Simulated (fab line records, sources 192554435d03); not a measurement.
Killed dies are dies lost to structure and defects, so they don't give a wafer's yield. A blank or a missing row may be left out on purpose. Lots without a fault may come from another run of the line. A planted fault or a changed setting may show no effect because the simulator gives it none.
Split-lot experiment | flow n5_finfet | 7 lots, 21 wafers read, on a route of 1938 steps

THE SPLIT
At N5_WELL_APT_EXPOSE_05 (exposes mask NWELL, defocus 0 nm, target cd 200 nm), the setting dose_mj was moved away from the recipe's 20.3 on 4 of the 21 wafers read, by -5.3% to +4.7%. The other wafers ran this setting at the recipe's value.

FROM THE SPLIT TO THE READING: what the file shows between them, 3 steps
- N5_WELL_APT_PEB_06: peb time 90 s
- N5_WELL_APT_DEVELOP_07: develop time 45 s
- N5_WELL_APT_HARDBAKE_12: time 120 s

THE READING
cd_nm, in nm, at N5_WELL_APT_CD_MEAS_08 (target cd 200 nm). Fault-free wafers of this fab line usually give 200.4 nm, standard deviation 1.1 nm.

wafer  | tool, chamber at the split | dose_mj as run | against the recipe | cd_nm, nm | against lot-mates on the recipe
L079.1 | krf_scanner-02, 0          | 20.3           | recipe             | 199.9     | -
L079.2 | krf_scanner-02, 0          | 20.3           | recipe             | 200.0     | -
L079.3 | krf_scanner-02, 0          | 19.38          | -4.5%              | 191.1     | -8.8
L080.3 | krf_scanner-02, 0          | 20.3           | recipe             | 199.0     | -
L080.4 | krf_scanner-02, 0          | 20.3           | recipe             | 198.5     | -
L080.6 | krf_scanner-02, 0          | 20.3           | recipe             | 199.3     | -
L081.1 | krf_scanner-02, 0          | 19.23          | -5.3%              | 194.5     | -6.9
L081.4 | krf_scanner-02, 0          | 20.3           | recipe             | 201.4     | -
L081.6 | krf_scanner-02, 0          | 20.3           | recipe             | 201.4     | -
L082.2 | krf_scanner-02, 0          | 21.25          | +4.7%              | 205.9     | +6.8
L082.3 | krf_scanner-02, 0          | 20.3           | recipe             | 200.0     | -
L082.4 | krf_scanner-02, 0          | 20.3           | recipe             | 198.2     | -
L088.3 | krf_scanner-02, 0          | 20.3           | recipe             | 202.9     | -
L088.4 | krf_scanner-02, 0          | 20.3           | recipe             | 199.8     | -
L088.6 | krf_scanner-02, 0          | 20.3           | recipe             | 200.8     | -
L096.1 | krf_scanner-02, 0          | 20.3           | recipe             | 200.7     | -
L096.5 | krf_scanner-02, 0          | 20.3           | recipe             | 201.2     | -
L096.6 | krf_scanner-02, 0          | 20.3           | recipe             | 200.4     | -
L097.4 | krf_scanner-01, 0          | 20.9           | +3.0%              | 203.9     | +3.5
L097.5 | krf_scanner-01, 0          | 20.3           | recipe             | 200.8     | -
L097.6 | krf_scanner-01, 0          | 20.3           | recipe             | 200.0     | -

THE FIT
A straight line over all 21 wafers: cd_nm changes by +1.38 nm for each +1% of dose_mj; r = +0.91; the points scatter about the line by 1.3 nm.
The same after taking each lot's own level away (the mean of its wafers on the recipe; 21 wafers): +1.5 nm for each +1%; r = +0.96; scatter 0.84 nm.
On that fit, the largest move of dose_mj shifts the reading by 7.9 nm.
The lots' own levels span 198.93 to 201.40 nm, that is 2.2 times the standard deviation above.
So the lot-to-lot level changes the slope little: the two slopes agree.
Check: with one of the wafers moved furthest among these (-5.3%) left out of the fit, the line predicts -8.71 nm for it against its lot-mates. It came out at -6.9 nm against them.

THE WHOLE CHAIN: every reading that the file lists as answering this split, in the file's order
step                   | what it does             | reading                                                         | change (the file's fit)              | r (the file's)
N5_WELL_APT_CD_MEAS_08 | target cd 200 nm         | cd_nm                                                           | +1.51 nm for each +1% of the setting | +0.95
N5_WELL_APT_DESCUM_13  | chemistry O2, time 7.9 s | WELL_APT.cd_nm (the simulator's own value, which no gauge read) | +1.58 nm for each +1% of the setting | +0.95

THE FILE'S OWN FIT
cd_nm changes by +1.51 nm for each +1% of dose_mj, r = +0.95.
